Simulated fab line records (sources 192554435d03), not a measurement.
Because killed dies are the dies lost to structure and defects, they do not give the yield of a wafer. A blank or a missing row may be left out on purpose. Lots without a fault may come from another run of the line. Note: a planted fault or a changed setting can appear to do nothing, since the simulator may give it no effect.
Chamber matching    flow n5 finfet    N5_BEOL_M3_ETCH_64 on rie diel-04 has 4 sister chambers
The step etches SOC in N2/H2, target depth 75 nm, overetch 15 nm, time 112.5 s. 8 wafers are shown with their chamber, then 11 later ones without.

WAFERS WITH THEIR CHAMBER
wafer   chamber  throttle valve pct (%)  drypump motor current A (A)
L075.3  3        17.79                   5.1
L083.4  0        18.23                   5.9
L084.1  0        18.24                   5.9
L086.3  2        18.49                   5.7
L086.4  3        17.81                   5.2
L090.3  2        18.48                   5.7
L090.6  1        17.77                   5.3
L088.1  1        17.78                   5.3

WAFERS WITH NO CHAMBER GIVEN
wafer   throttle valve pct (%)  drypump motor current A (A)
L088.4  18.47                   5.7
L088.5  17.79                   5.3
L094.3  18.13                   5.7
L094.4  18.14                   5.7
L094.6  17.82                   5.3
L095.2  18.13                   5.7
L095.5  18.13                   5.7
L095.6  17.86                   5.1
L097.2  17.85                   5.2
L097.3  18.13                   5.7
L097.5  17.82                   5.2

WHICH CHAMBER EACH WENT THROUGH
wafer    from the rows above       in truth
L088.4   2                         2
L088.5   1                         1
L094.3   0                         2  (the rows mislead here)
L094.4   0                         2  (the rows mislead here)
L094.6   can't be placed: 3 or 1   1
L095.2   0                         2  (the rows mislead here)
L095.5   0                         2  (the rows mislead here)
L095.6   3                         3
L097.2   3                         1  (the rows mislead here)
L097.3   0                         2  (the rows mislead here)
L097.5   3                         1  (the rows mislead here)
Correct placement for 3 of the 11. Unplaceable from these rows: 1, with the true chamber sitting among the candidates in 1. 7 placed wrongly.
How it was worked out, from the rows above alone: a wafer's distance from a chamber is the root of the sum, over the readings, of the square of ((its reading less the chamber's mean) divided by the reading's scatter). The wafer belongs to the nearest chamber; if the next one is less than 2 further off, it can't be placed. For every chamber, the mean is computed from those of its wafers that are shown. The scatter: the root of (the sum of the squares of (reading less its chamber's mean) over the shown wafers, divided by (wafers less chambers)).
